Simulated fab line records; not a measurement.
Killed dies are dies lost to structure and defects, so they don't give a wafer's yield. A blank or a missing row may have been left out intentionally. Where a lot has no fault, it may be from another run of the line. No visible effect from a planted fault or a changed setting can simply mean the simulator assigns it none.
A single fault, viewed from 3 desks -- flow n5 finfet -- each desk has only its own numbers; what lay behind them comes last

## THE DEFECT DESK
Per lot, the means of the sampled wafers with a number show what the inspections along the route counted. The brackets show how far a lot's mean lies from the usual mean; more than 4 standard deviations puts the lot out of limits, marked OUT.
Columns: A = raw defect count at N5_SD_EPI_N_INSPECT_26, usual 200
lot,first seen here,A
L470,day 3 18:46,172
L476,day 5 08:28,173
L477,day 5 09:34,178
L479,day 5 22:38,194
L480,day 6 06:42,184
L483,day 6 23:41,208
L489,day 8 09:37,172
Result from this desk: across the 7 lots, nothing is out of limits.

## FROM THE METROLOGY DESK
What the gauges read, lot by lot, whatever tool the lot ran on: means of the sampled wafers that have a number. The brackets show how far a lot's mean lies from the usual mean; more than 4 standard deviations puts the lot out of limits, marked OUT. Readings shown: 7 of its 11, picked as those furthest out on some lot.
Columns: A = DIBL_P at N5_BEOL_M4_RC_MEAS_101, usual 37.0 mV/V; B = IOFF_N at N5_BEOL_M4_RC_MEAS_101, usual 0.17 nA/um; C = IOFF_P at N5_BEOL_M4_RC_MEAS_101, usual 0.22 nA/um; D = ION_N at N5_BEOL_M4_RC_MEAS_101, usual 673 uA/um; E = ION_P at N5_BEOL_M4_RC_MEAS_101, usual 462 uA/um; F = VT_N at N5_BEOL_M4_RC_MEAS_101, usual 250 mV; G = VT_P at N5_BEOL_M4_RC_MEAS_101, usual -250 mV
lot,first seen here,A,B,C,D,E,F,G
L470,day 3 18:13,35.5,0.15,0.18,664,453,254,-253
L476,day 5 06:37,36.6,0.15,0.19,665,456,250,-253
L477,day 5 09:01,36.9,0.18,0.27,678,475,247,-243
L479,day 5 22:05,37.3,0.17,0.23,690,469,249,-251
L480,day 6 06:08,39.3,0.19,0.26,678,468,246,-247
L483,day 6 22:56,41.0,0.23,0.31,694,477,244,-243
L489,day 8 09:04,35.2,0.16,0.23,675,466,250,-246
Result from this desk: across the 7 lots, nothing is out of limits.

## THE TOOL OWNER'S DESK: litho track-04
The tool's own readings at N5_SD_EPI_P_COAT_34 (time 60 s, resist thk 350 nm): means of the sampled wafers that have a number, for each lot that ran on this tool. The brackets show how far a lot's mean lies from the usual mean; more than 4 standard deviations puts the lot out of limits, marked OUT.
Columns: A = chill plate temp C at N5_SD_EPI_P_COAT_34, usual 23.01 C; B = dispense pressure kPa at N5_SD_EPI_P_COAT_34, usual 49.5 kPa; C = spin speed rpm at N5_SD_EPI_P_COAT_34, usual 1500.0 rpm
lot,first seen here,A,B,C
L476,day 5 08:30,22.98,49.7,1500.2
L477,day 5 09:36,23.08,49.7,1534.7 (+43) OUT
L479,day 5 22:40,22.99,49.7,1534.5 (+43) OUT
L480,day 6 06:44,23.03,49.7,1534.9 (+43) OUT
Finding of this desk: L477, L479, L480 out of limits; the first was L477 at day 5 09:36, on spin speed rpm at N5_SD_EPI_P_COAT_34. In limits: L476.

## ALL TOGETHER
The tool owner's desk had the chance to raise an alarm at day 5 09:36 on L477, L479, L480.
The defect desk saw nothing out of limits.
From the metrology desk's view, nothing was out of limits.
The defect desk has L477, L479, L480 on record, within its limits.
The metrology desk has L477, L479, L480 on record, within its limits.
All the named lots went through N5_SD_EPI_P_COAT_34 on litho track-04.

## WHAT THE SIMULATOR PUT IN
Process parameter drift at N5_SD_EPI_P_COAT_34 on litho track-04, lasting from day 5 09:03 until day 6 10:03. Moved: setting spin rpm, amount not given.
Shown lots that were struck: L477, L479, L480.
Delay in hours, fault start to first out-of-limits reading, by desk: the tool owner's desk at 1.
